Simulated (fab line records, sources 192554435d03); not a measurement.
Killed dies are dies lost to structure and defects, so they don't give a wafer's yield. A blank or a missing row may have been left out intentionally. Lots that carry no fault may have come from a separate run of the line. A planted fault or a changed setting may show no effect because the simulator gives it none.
Split-lot experiment + flow n5-finfet + route with 1938 steps; 7 lots, 39 wafers read

## SPLIT DETAILS
At N5_BEOL_M1_ILD_DEP_00 (deposits SiOC from DEMS/O2, target thk 79 nm, time 15.3 s), the setting target-thk-a was moved away from the recipe's 790 angstrom on 15 of the 39 wafers read, by -40.5% to +46.5%. This setting was run at the recipe's value on the other wafers.

Split to reading: the file shows no intervening step.

## THE READING
M1_ILD_THK, in nm, at N5_BEOL_M1_THK_MEAS_01. Fault-free wafers of this fab line usually give 79.1 nm, standard deviation 1 nm.

| wafer  | tool, chamber at the split | target-thk-a as run, angstrom | against the recipe | M1_ILD_THK, nm | against lot-mates on the recipe |
|--------|----------------------------|-------------------------------|--------------------|----------------|---------------------------------|
| L076.1 | pecvd-04, 1,2              | 790                           | recipe             | 78.1           | -                               |
| L076.2 | pecvd-04, 2                | 790                           | recipe             | 77.1           | -                               |
| L076.3 | pecvd-04, 0                | 790                           | recipe             | 78.9           | -                               |
| L076.4 | pecvd-04, 1                | 790                           | recipe             | 79.5           | -                               |
| L076.5 | pecvd-04, 0                | 790                           | recipe             | 80.2           | -                               |
| L076.6 | pecvd-04, 1,2              | 790                           | recipe             | 78.3           | -                               |
| L077.1 | pecvd-02, 1                | 1157                          | +46.5%             | 114.9          | +36.8                           |
| L077.2 | pecvd-02, 0                | 790                           | recipe             | 77.6           | -                               |
| L077.3 | pecvd-02, 2                | 790                           | recipe             | 77.9           | -                               |
| L077.4 | pecvd-02, 2                | 1157                          | +46.5%             | 117.0          | +38.9                           |
| L077.5 | pecvd-02, 0                | 790                           | recipe             | 78.9           | -                               |
| L077.6 | pecvd-02, 1                | 1157                          | +46.5%             | 116.6          | +38.5                           |
| L085.1 | pecvd-04, 1                | 790                           | recipe             | 79.0           | -                               |
| L085.2 | pecvd-04, 0                | 1001                          | +26.7%             | 98.9           | +19.8                           |
| L085.3 | pecvd-04, 2                | 1001                          | +26.7%             | 98.8           | +19.7                           |
| L085.4 | pecvd-04, 1                | 790                           | recipe             | 79.8           | -                               |
| L085.5 | pecvd-04, 0                | 1001                          | +26.7%             | 100.8          | +21.7                           |
| L085.6 | pecvd-04, 2                | 790                           | recipe             | 78.4           | -                               |
| L086.1 | pecvd-04, 0                | 1102                          | +39.5%             | 109.9          | +30.5                           |
| L086.2 | pecvd-04, 1                | 1102                          | +39.5%             | 109.6          | +30.2                           |
| L086.3 | pecvd-04, 2                | 790                           | recipe             | 77.3           | -                               |
| L086.4 | pecvd-04, 2                | 1102                          | +39.5%             | 111.0          | +31.6                           |
| L086.5 | pecvd-04, 0                | 790                           | recipe             | 80.8           | -                               |
| L086.6 | pecvd-04, 1                | 790                           | recipe             | 80.2           | -                               |
| L090.1 | pecvd-02, 1,2              | 790                           | recipe             | 78.8           | -                               |
| L090.2 | pecvd-02, 2                | 790                           | recipe             | 78.2           | -                               |
| L090.3 | pecvd-02, 0                | 561.3                         | -28.9%             | 55.9           | -22.7                           |
| L090.4 | pecvd-02, 0                | 561.3                         | -28.9%             | 55.4           | -23.2                           |
| L090.5 | pecvd-02, 1,2              | 790                           | recipe             | 78.7           | -                               |
| L090.6 | pecvd-02, 1                | 561.3                         | -28.9%             | 55.9           | -22.7                           |
| L091.2 | pecvd-01, 2                | 790                           | recipe             | 77.1           | -                               |
| L091.4 | pecvd-01, 0                | 790                           | recipe             | 79.9           | -                               |
| L091.5 | pecvd-01, 1                | 790                           | recipe             | 79.3           | -                               |
| L093.1 | pecvd-02, 1                | 470                           | -40.5%             | 47.3           | -31.4                           |
| L093.2 | pecvd-02, 0                | 470                           | -40.5%             | 45.8           | -32.9                           |
| L093.3 | pecvd-02, 2                | 790                           | recipe             | 77.5           | -                               |
| L093.4 | pecvd-02, 0                | 470                           | -40.5%             | 47.1           | -31.6                           |
| L093.5 | pecvd-02, 1,2              | 790                           | recipe             | 79.3           | -                               |
| L093.6 | pecvd-02, 1,2              | 790                           | recipe             | 79.4           | -                               |
When a row names more than one chamber, that row covers several wafers, and the file does not tell which wafer ran in which chamber.

THE FIT
A straight line over all 39 wafers: M1_ILD_THK changes by +0.795 nm for each +1% of target-thk-a; r = +1.00; the points scatter about the line by 0.96 nm.
The same after taking each lot's own level away (the mean of its wafers on the recipe; 39 wafers): +0.794 nm for each +1%; r = +1.00; scatter 0.99 nm.
That fit puts the effect of the largest move of target-thk-a on the reading at 37 nm.
The lots' own levels span 78.13 to 79.43 nm, that is 1.3 times the standard deviation above.
The two slopes are in agreement: the lot-to-lot level therefore moves the slope only a little.
Check: with one of the wafers moved furthest among these (+46.5%) left out of the fit, the line predicts +36.9 nm for it against its lot-mates. It came out at +36.8 nm against them.

## OTHER SPLITS ON THESE WAFERS
Other splits were also applied to these wafers ahead of the reading. Each is held against what the fit with the lots' levels taken away leaves over:
| other split on the same wafers               | wafers away from the commonest value | r with M1_ILD_THK (lot level and that fit taken away) |
|----------------------------------------------|--------------------------------------|-------------------------------------------------------|
| N5_SPACER0_ALD_07 target-thk-a               | 18                                   | -0.02                                                 |
| N5_SDB_ALD_29 ald-cycles                     | 15                                   | -0.12                                                 |
| N5_MOL_CONTACT_COAG_SPUTTER_143 target-thk-a | 15                                   | -0.07                                                 |

## THE WHOLE CHAIN: every reading that the file lists as answering this split, in the file's order
| step                   | what it does                                              | reading                                                                            | change (the file's fit)               | r (the file's) |
|------------------------|-----------------------------------------------------------|------------------------------------------------------------------------------------|---------------------------------------|----------------|
| N5_BEOL_M1_ILD_DEP_00  | deposits SiOC from DEMS/O2, target thk 79 nm, time 15.3 s | SiOC_of_BEOL_M1_ILD_DEP_00.thk-nm (the simulator's own value, which no gauge read) | +0.793 nm for each +1% of the setting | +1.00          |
| N5_BEOL_M1_THK_MEAS_01 |                                                           | M1_ILD_THK                                                                         | +0.794 for each +1% of the setting    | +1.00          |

## THE FILE'S OWN FIT
M1_ILD_THK changes by +0.794 nm for each +1% of target-thk-a, r = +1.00.
